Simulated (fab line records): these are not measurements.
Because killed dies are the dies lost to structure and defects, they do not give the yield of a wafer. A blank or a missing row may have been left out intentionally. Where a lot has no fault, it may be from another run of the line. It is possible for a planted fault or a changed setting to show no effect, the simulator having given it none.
A single fault, viewed from 2 desks -- flow n5 finfet -- each desk has only its own numbers; what lay behind them comes last

== TOOL OWNER'S DESK, pvd sputter-02 ==
At N5_BEOL_M7_PRE_CLEAN_45 (time 30 s), the tool's own readings, given per lot that ran on this tool as the mean of the sampled wafers with a number. The brackets show how far a lot's mean lies from the usual mean; more than 4 standard deviations puts the lot out of limits, marked OUT.
Columns: A = heater power w at N5_BEOL_M7_PRE_CLEAN_45, usual 334 W
lot,first seen here,A
L480,day 9 05:05,344
L483,day 9 06:21,334
L482,day 9 06:31,334
L487,day 10 05:41,340
L493,day 12 04:26,349
L494,day 12 15:07,343
Result from this desk: across the 6 lots, nothing is out of limits.

== FROM THE METROLOGY DESK ==
What the gauges read for every lot (on any tool): the sampled wafers with a number, averaged. The brackets show how far a lot's mean lies from the usual mean; more than 4 standard deviations puts the lot out of limits, marked OUT.
Columns: A = cd nm at N5_PASSIVATION_CD_MEAS_30, usual 4000.2 nm
lot,first seen here,A
L480,day 11 19:20,3998.6
L481,day 11 23:05,4000.5
L482,day 12 00:38,3999.5
L483,day 12 00:56,4000.8
L484,day 12 12:04,4002.9
L485,day 12 23:46,3999.1
L487,day 13 05:31,4001.8
L493,day 14 20:40,4000.8
L494,day 15 09:53,3999.8
L499,day 16 04:55,3999.4
L501,day 17 16:49,4001.6
Result from this desk: across the 11 lots, nothing is out of limits.

== PUT TOGETHER ==
Nothing out of limits was seen by the tool owner's desk.
The metrology desk saw nothing out of limits.

== WHAT THE SIMULATOR PUT IN ==
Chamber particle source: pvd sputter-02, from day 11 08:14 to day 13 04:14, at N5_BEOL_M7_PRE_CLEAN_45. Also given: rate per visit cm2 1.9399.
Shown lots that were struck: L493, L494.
